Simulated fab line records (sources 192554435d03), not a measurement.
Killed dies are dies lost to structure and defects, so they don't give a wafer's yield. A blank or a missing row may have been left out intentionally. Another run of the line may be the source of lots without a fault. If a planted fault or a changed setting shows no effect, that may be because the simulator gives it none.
Which of the tools did it?	flow n5 finfet	36 wafers from 12 lots sampled at 5 of the route's 1938 steps

## WHAT THE GAUGES READ, wafer by wafer
N5_BEOL_M1_INSPECT_13: inspects for defects (brightfield).
lot	measured	on	raw defect count
L075	day 6 09:47	defect inspect-02	482 357 475
L078	day 6 23:04	defect inspect-01	320 303 523
L079	day 7 09:07	defect inspect-01	438 383 404
L081	day 7 19:14	defect inspect-01	359 423 323
L083	day 8 05:46	defect inspect-02	532 450 452
L085	day 8 17:40	defect inspect-02	431 370 382
L086	day 9 15:18	defect inspect-02	359 455 504
L089	day 10 00:19	defect inspect-02	347 506 379
L091	day 10 06:17	defect inspect-02	290 388 420
L093	day 10 18:56	defect inspect-02	397 340 392
L095	day 11 13:16	defect inspect-01	660 494 490
L097	day 11 17:56	defect inspect-01	378 414 362

## WHAT TOOL EACH LOT RAN ON (gives the tool, then ch and the chambers of the sampled wafers, and finally the start)
lot	N5_BEOL_M0_STRIP_142	N5_BEOL_M0_ANNEAL_119	N5_BEOL_M0_CO_CAP_123	N5_BEOL_M1_HM_DEP_02
L075	rie diel-01 ch 0,3, day 6 01:38	rtp anneal-02 ch 0, day 6 05:43	cvd co-02 ch 0,1,2, day 6 07:13	pvd sputter-02, day 6 08:30
L078	rie diel-02 ch 0,1,3, day 6 18:53	rtp anneal-02 ch 0, day 6 21:25	cvd co-01 ch 0,2, day 6 22:04	pvd sputter-01, day 6 22:28
L079	rie diel-05 ch 0,1,2, day 7 04:59	rtp anneal-01 ch 0, day 7 07:09	cvd co-01 ch 0,1,2, day 7 07:43	pvd sputter-03, day 7 08:30
L081	rie diel-02 ch 1,2,3, day 7 13:37	rtp anneal-01 ch 0, day 7 17:19	cvd co-01 ch 0,1, day 7 17:54	pvd sputter-01, day 7 18:45
L083	rie diel-01 ch 2,3, day 7 23:23	rtp anneal-02 ch 0, day 8 03:07	cvd co-02 ch 0,1,2, day 8 03:41	pvd sputter-01, day 8 05:10
L085	rie diel-05 ch 0,1,3, day 8 12:40	rtp anneal-02 ch 0, day 8 15:13	cvd co-02 ch 1,2, day 8 15:53	pvd sputter-02, day 8 17:04
L086	rie diel-01 ch 0,1,3, day 9 08:20	rtp anneal-01 ch 0, day 9 11:10	cvd co-01 ch 1,2, day 9 11:53	pvd sputter-01, day 9 14:35
L089	rie diel-05 ch 0,1,3, day 9 19:40	rtp anneal-01 ch 0, day 9 21:40	cvd co-01 ch 1,2, day 9 22:19	pvd sputter-02, day 9 23:41
L091	rie diel-05 ch 0,1,2, day 10 02:28	rtp anneal-01 ch 0, day 10 03:59	cvd co-02 ch 0,1,2, day 10 04:39	pvd sputter-03, day 10 05:49
L093	rie diel-01 ch 1,2,3, day 10 14:43	rtp anneal-01 ch 0, day 10 16:31	cvd co-02 ch 0,2, day 10 17:12	pvd sputter-02, day 10 18:20
L095	rie diel-02 ch 0,1,3, day 11 03:41	rtp anneal-02 ch 0, day 11 09:59	cvd co-02 ch 0,2, day 11 11:05	pvd sputter-01, day 11 12:48
L097	rie diel-05 ch 1,2,3, day 11 12:59	rtp anneal-01 ch 0, day 11 16:14	cvd co-02 ch 1,2, day 11 16:50	pvd sputter-03, day 11 17:28
- N5_BEOL_M0_STRIP_142: strips in N2/H2, time 10 s.
- N5_BEOL_M0_ANNEAL_119: time 90 s.
- N5_BEOL_M0_CO_CAP_123: material Co, precursor CCTBA/H2, target thk 2 nm, time 102.1 s.
- N5_BEOL_M1_HM_DEP_02: deposits TiN, target thk 20 nm.

## THE ANSWER, worked out from the rows above alone
Rule: the lots themselves supply what counts as usual. Put in order of their means at a reading, lots are off if they are a third of the lots or fewer, leave a main group of 4 or more, and stand apart from it by a gap of 3 or more times the standard deviation of the main group's means; of several such gaps the widest counts. A main group whose means are all the same, to the digits that the tables above print for the reading, isn't used. Also off: a lot with no number at a reading for which 4 or more lots have one. Where the step has rows for the other lots, those lots are counted as sound.
Nothing can be told from this: no lot is off at any reading shown.

## WHAT THE SIMULATOR PUT IN
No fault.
